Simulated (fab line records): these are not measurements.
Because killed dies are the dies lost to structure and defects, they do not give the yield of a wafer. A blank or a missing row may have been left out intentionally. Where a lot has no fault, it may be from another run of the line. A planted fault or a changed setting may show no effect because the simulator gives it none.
What tool caused it?    flow n5-finfet    12 lots with 36 wafers sampled at 4 steps, on a route of 1938 steps

== WHAT THE GAUGES READ, wafer by wafer ==
N5_BEOL_M6_OVL_MEAS_12. Usual: M6_OVL gives 0.2 nm (standard deviation 0.74).
lot   measured      on          M6_OVL (nm)     flag
L308  day 10 09:19  overlay-02  -0.7 0.4 -0.2   
L310  day 11 16:40  overlay-01  0.9 0.8 0.4     
L313  day 12 01:20  overlay-01  0.7 0.9 0.3     
L318  day 12 15:47  overlay-02  -0.7 1.1 1.0    
L319  day 13 15:29  overlay-02  0.5 -0.7 0.3    
L320  day 13 16:30  overlay-02  -0.1 0.4 1.1    
L321  day 13 16:56  overlay-01  0.6 0.6 0.8     
L323  day 14 14:55  overlay-01  0.3 0.2 -0.3    
L326  day 15 03:57  overlay-01  0.2 -0.1 0.1    
L330  day 16 12:50  overlay-01  -0.5 -0.3 -0.6  
L329  day 16 19:34  overlay-01  -1.4 -0.4 -0.9  
L328  day 16 22:37  overlay-01  1.1 -0.8 0.6    

N5_BEOL_M6_OVL_MEAS_29. Usual: V5_OVL gives 0.3 nm (standard deviation 0.7).
lot   measured      on          V5_OVL (nm)     flag
L308  day 10 12:38  overlay-02  0.1 0.4 1.3     
L310  day 11 20:14  overlay-01  0.9 0.6 0.2     
L313  day 12 02:13  overlay-02  -0.2 -1.3 -0.8  
L318  day 12 17:48  overlay-02  0.6 0.0 -0.5    
L319  day 13 16:22  overlay-01  -0.1 0.3 0.9    
L320  day 13 17:24  overlay-02  -0.6 -0.2 0.0   
L321  day 13 19:21  overlay-02  -0.8 0.3 1.2    
L323  day 14 17:10  overlay-01  0.3 0.4 -0.8    
L326  day 15 06:12  overlay-02  0.2 0.5 1.4     
L330  day 16 13:50  overlay-02  1.2 2.0 1.3     
L329  day 16 21:53  overlay-01  0.6 0.1 0.6     
L328  day 17 01:46  overlay-01  1.2 0.6 0.3     

== EACH LOT AND THE TOOL THAT RAN IT (in order: tool; ch and the chambers of the sampled wafers; start) ==
lot   N5_BEOL_M6_ETCH_62                  N5_BEOL_M6_COAT_22
L308  rie-diel-04 ch 0,2,3, day 10 09:28  litho-track-02 ch 0, day 10 12:20
L310  rie-diel-01 ch 0,1,2, day 11 17:10  litho-track-04 ch 0, day 11 19:49
L313  rie-diel-04 ch 0,1, day 12 01:29    litho-track-02 ch 0, day 12 01:54
L318  rie-diel-01 ch 0,1,3, day 12 15:58  litho-track-05 ch 0, day 12 17:23
L319  rie-diel-04 ch 1,3, day 13 15:39    litho-track-05 ch 0, day 13 16:04
L320  rie-diel-04 ch 1,2,3, day 13 16:39  litho-track-02 ch 0, day 13 17:07
L321  rie-diel-06 ch 0,3, day 13 17:04    litho-track-02 ch 0, day 13 19:03
L323  rie-diel-06 ch 0,2,3, day 14 15:04  litho-track-02 ch 0, day 14 16:41
L326  rie-diel-04 ch 0,2,3, day 15 04:17  litho-track-04 ch 0, day 15 05:55
L330  rie-diel-01 ch 0,1,2, day 16 13:07  litho-track-04 ch 0, day 16 13:32
L329  rie-diel-04 ch 1,2,3, day 16 19:43  litho-track-05 ch 0, day 16 21:28
L328  rie-diel-01 ch 1,2, day 16 22:46    litho-track-05 ch 0, day 17 01:24
- N5_BEOL_M6_ETCH_62: etches SOC in N2/H2, target depth 110 nm, overetch 22 nm, time 165 s.
- N5_BEOL_M6_COAT_22: resist thk 30 nm.

== AS READ BY THE TOOLS THEMSELVES (means over the sampled wafers that have a number; for cases with no such wafer, the mark the record gives instead) ==
N5_BEOL_M6_ETCH_62. Usual: drypump-motor-current-A 5.8 A, standard deviation 0.43; oes-product-au 0.66 a.u., standard deviation 0.058; rf-vpp-V 524.9 V, standard deviation 1.9; showerhead-plenum-p-Torr 2.58 Torr, standard deviation 0.067; throttle-valve-pct 17.87 %, standard deviation 0.22.
lot   tool         drypump-motor-current-A (A)  oes-product-au (a.u.)  rf-vpp-V (V)  showerhead-plenum-p-Torr (Torr)  throttle-valve-pct (%)  flag
L308  rie-diel-04  6.1                          0.67                   526.9         2.65                             17.89                   
L310  rie-diel-01  5.9                          0.69                   524.7         2.57                             17.89                   
L313  rie-diel-04  5.7                          0.69                   525.0         2.60                             17.55                   
L318  rie-diel-01  5.7                          0.67                   525.1         2.59                             17.92                   
L319  rie-diel-04  5.7                          0.64                   524.5         2.57                             17.55                   
L320  rie-diel-04  5.7                          0.61                   524.7         2.59                             17.86                   
L321  rie-diel-06  5.9                          0.61                   522.9         2.51                             18.04                   
L323  rie-diel-06  5.7                          0.60                   523.2         2.55                             17.95                   
L326  rie-diel-04  6.1                          0.71                   526.6         2.64                             17.82                   
L330  rie-diel-01  5.9                          0.66                   523.8         2.55                             17.96                   
L329  rie-diel-04  5.7                          0.67                   524.8         2.58                             17.77                   
L328  rie-diel-01  5.9                          0.64                   523.7         2.51                             17.94                   

N5_BEOL_M6_COAT_22. Usual: spin-speed-rpm reads 1499.9 rpm (standard deviation 1.1).
lot   tool            spin-speed-rpm (rpm)  flag
L308  litho-track-02  1500.4                
L310  litho-track-04  1499.2                
L313  litho-track-02  1499.7                
L318  litho-track-05  1442.3                OFF
L319  litho-track-05  1438.8                OFF
L320  litho-track-02  1500.1                
L321  litho-track-02  1499.3                
L323  litho-track-02  1499.2                
L326  litho-track-04  1501.3                
L330  litho-track-04  1499.6                
L329  litho-track-05  1499.7                
L328  litho-track-05  1499.8                

== THE ANSWER, worked out from the rows above alone ==
Rule: a lot counts as off when the mean over its wafers that have a number is more than 3 standard deviations away from the usual mean. A lot without any number at a reading at which 4 lots or more have one is off too. Any other lot the step has rows for is counted as sound. After the gauges, taken in route order, come the tools' own readings; for these a lot's mean is taken, as printed above. At the first step where some lot is off, the reading lying furthest off is the one used; lots without a number count as furthest.
Off: L318, L319 (N5_BEOL_M6_COAT_22, spin-speed-rpm).
If a tool, at that step or one of the process steps before it, ran each lot that is off and ran no sound lot following the first of them, it fits. Of those tried, none fits.

== WHAT HAD BEEN PUT IN BY THE SIMULATOR ==
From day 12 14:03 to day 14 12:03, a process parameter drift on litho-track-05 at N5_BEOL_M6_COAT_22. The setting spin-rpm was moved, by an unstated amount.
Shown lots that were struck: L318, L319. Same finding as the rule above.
